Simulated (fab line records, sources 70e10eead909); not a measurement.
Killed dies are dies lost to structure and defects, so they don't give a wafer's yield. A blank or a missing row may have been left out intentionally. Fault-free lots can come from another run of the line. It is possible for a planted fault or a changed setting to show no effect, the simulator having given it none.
The tool behind it: which one? :: flow nand-harc :: 12 lots, 36 wafers sampled, at 1 step of a route of 1302

WHAT THE GAUGES SHOWED, per wafer
NHARC_A_CONTACT_OVL_MEAS_70.
lot: L074
measured: day 23 01:14
on: overlay-01
overlay-x-nm (nm): -1.3 -0.5 -1.2

lot: L076
measured: day 23 16:49
on: overlay-02
overlay-x-nm (nm): 0.1 0.2 0.0

lot: L080
measured: day 24 17:55
on: overlay-01
overlay-x-nm (nm): -1.5 -1.3 -1.8

lot: L081
measured: day 25 09:23
on: overlay-01
overlay-x-nm (nm): 0.5 0.3 0.2

lot: L083
measured: day 26 01:49
on: overlay-01
overlay-x-nm (nm): 1.0 1.2 1.5

lot: L084
measured: day 26 11:19
on: overlay-02
overlay-x-nm (nm): 0.6 1.1 0.8

lot: L087
measured: day 27 07:55
on: overlay-01
overlay-x-nm (nm): 0.7 0.3 0.5

lot: L089
measured: day 27 22:50
on: overlay-02
overlay-x-nm (nm): -0.3 0.6 -0.1

lot: L091
measured: day 29 11:43
on: overlay-01
overlay-x-nm (nm): 0.5 0.5 0.2

lot: L094
measured: day 29 20:26
on: overlay-02
overlay-x-nm (nm): 0.3 0.8 1.2

lot: L095
measured: day 30 21:10
on: overlay-01
overlay-x-nm (nm): 0.0 0.2 -0.2

lot: L097
measured: day 31 22:02
on: overlay-02
overlay-x-nm (nm): 0.0 0.2 0.7

WHAT TOOL EACH LOT RAN ON (gives the tool, then ch and the chambers of the sampled wafers, and finally the start)
No process step before these readings appears in the record.

THE ANSWER, worked out from the rows above alone
Rule: what is usual is taken from the lots themselves. Put in order of their means at a reading, lots are off if they are a third of the lots or fewer, leave a main group of 4 or more, and stand apart from it by a gap of 3 or more times the standard deviation of the main group's means; of several such gaps the widest counts. A main group whose means are all the same, to the digits that the tables above print for the reading, isn't used. A lot without any number at a reading at which 4 lots or more have one is off too. The other lots that the step has rows for count as sound.
No lot is off on any of the readings shown, so nothing can be concluded from this.

WHAT THE SIMULATOR HAD PUT IN
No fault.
